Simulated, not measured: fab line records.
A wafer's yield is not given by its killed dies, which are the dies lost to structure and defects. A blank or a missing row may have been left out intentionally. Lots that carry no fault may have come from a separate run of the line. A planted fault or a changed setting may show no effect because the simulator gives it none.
Which tool was responsible? -- flow nand harc -- 11 lots with 33 wafers sampled at 5 steps, on a route of 1159 steps

## WHAT THE GAUGES SHOWED, per wafer
NHARC_END_SORT_01.
lot,measured,on,killed dies
L194,day 20 02:56,prober-01,20 20 19
L200,day 20 16:58,prober-01,34 35 51
L201,day 21 21:16,prober-01,37 42 44
L202,day 21 12:47,prober-01,508 26 30
L204,day 21 12:47,prober-02,19 20 17
L203,day 21 22:05,prober-02,46 46 47
L206,day 22 05:33,prober-01,493 15 565
L207,day 22 14:59,prober-01,22 24 25
L214,day 24 11:37,prober-02,39 33 32
L216,day 25 03:55,prober-02,36 37 40
L217,day 25 17:16,prober-02,45 34 39

## WHICH TOOL RAN EACH LOT (tool, then ch and the chambers of the sampled wafers, then the start)
lot,NHARC_A_STAIRCASE_ETCH_452,NHARC_A_STAIRCASE_DEP_301,NHARC_A_STAIRCASE_HM_OPEN_463,NHARC_A_STAIRCASE_ETCH_315
L194,"rie diel-08 ch 1,2,3, day 11 22:54 or earlier","pecvd-01 ch 0,2, day 11 22:54","rie diel-01 ch 1,2,3, day 12 00:08","rie diel-01 ch 1,2, day 20 02:56 or earlier"
L200,"rie diel-08 ch 0,2,3, day 13 11:28 or earlier","pecvd-02 ch 0,1,2, day 13 11:28","rie diel-08 ch 0,1,3, day 13 12:44","rie diel-08 ch 1,2,3, day 20 16:58 or earlier"
L201,"rie diel-03 ch 1,3, day 13 21:52 or earlier","pecvd-03 ch 1,2, day 13 21:52","rie diel-08 ch 0,2, day 13 23:05","rie diel-08 ch 0,1,2, day 21 21:16 or earlier"
L202,"rie diel-01 ch 0,1,3, day 13 23:35 or earlier","pecvd-03 ch 1,2, day 13 23:35","rie diel-08 ch 0,1,2, day 14 00:46","rie diel-08 ch 0,1, day 21 12:47 or earlier"
L204,"rie diel-01 ch 0,1, day 14 01:26 or earlier","pecvd-03 ch 0,1,2, day 14 01:26","rie diel-03 ch 0,1,3, day 14 02:35","rie diel-03 ch 1,3, day 21 12:47 or earlier"
L203,"rie diel-01 ch 0,3, day 14 02:52 or earlier","pecvd-01 ch 0,1, day 14 02:52","rie diel-01 ch 2,3, day 14 04:56","rie diel-01 ch 0,1,3, day 21 22:05 or earlier"
L206,"rie diel-03 ch 0,1, day 15 01:53 or earlier","pecvd-01 ch 0,1, day 15 01:53","rie diel-08 ch 0,2,3, day 15 03:14","rie diel-08 ch 0,3, day 22 05:33 or earlier"
L207,"rie diel-03 ch 0,1,3, day 15 03:29 or earlier","pecvd-03 ch 0,1, day 15 03:29","rie diel-03 ch 0,1,2, day 15 04:44","rie diel-03 ch 1,2, day 22 14:59 or earlier"
L214,"rie diel-08 ch 0,2,3, day 17 02:47 or earlier","pecvd-01 ch 0,1,2, day 17 02:47","rie diel-03 ch 0,2,3, day 17 03:53","rie diel-03 ch 0,2,3, day 24 11:37 or earlier"
L216,"rie diel-03 ch 0,1,2, day 17 08:09 or earlier","pecvd-02 ch 0,1, day 17 08:09","rie diel-08 ch 1,2,3, day 17 09:25","rie diel-08 ch 0,1,2, day 25 03:55 or earlier"
L217,"rie diel-01 ch 0,2,3, day 17 21:55 or earlier","pecvd-01 ch 0,1, day 17 21:55","rie diel-08 ch 1,2, day 17 23:02","rie diel-08 ch 0,2, day 25 17:16 or earlier"
- NHARC_A_STAIRCASE_ETCH_452: etches the open film in CF4/O2, target depth 30 nm, overetch 3 nm, time 16.5 s.
- NHARC_A_STAIRCASE_DEP_301: deposits SiON, target thk 30 nm.
- NHARC_A_STAIRCASE_HM_OPEN_463: chemistry O2/COS.
- NHARC_A_STAIRCASE_ETCH_315: etches the open film in C4F8/O2/Ar, target depth 2500 nm, time 607.1 s.

## THE ANSWER, worked out from the rows above alone
Rule: the usual values come from the lots themselves. The widest of any qualifying gaps counts: lots, ordered by their means at a reading, are off when they make up no more than a third of the lots, leave a main group of 4 or more, and stand apart from it by 3 or more times the standard deviation of that group's means. Not used: any main group whose means are identical at the precision the tables above print for the reading. A lot without any number at a reading at which 4 lots or more have one is off too. All remaining lots with rows at the step are treated as sound.
Off: L202, L206 (NHARC_END_SORT_01, killed dies). For the main group the mean is 33 and the standard deviation 9.6.
A tool fits if, at a process step before that reading, it ran every lot that is off, and no sound lot after the first of them. The gauges at NHARC_END_SORT_01 are tried like those tools. With no start given for some of its lots, NHARC_A_STAIRCASE_ETCH_452 uses the hours and lot order of NHARC_A_STAIRCASE_DEP_301. With no start given for some of its lots, NHARC_A_STAIRCASE_ETCH_315 uses the hours and lot order of NHARC_END_SORT_01. None of those tried fits.

## WHAT HAD BEEN PUT IN BY THE SIMULATOR
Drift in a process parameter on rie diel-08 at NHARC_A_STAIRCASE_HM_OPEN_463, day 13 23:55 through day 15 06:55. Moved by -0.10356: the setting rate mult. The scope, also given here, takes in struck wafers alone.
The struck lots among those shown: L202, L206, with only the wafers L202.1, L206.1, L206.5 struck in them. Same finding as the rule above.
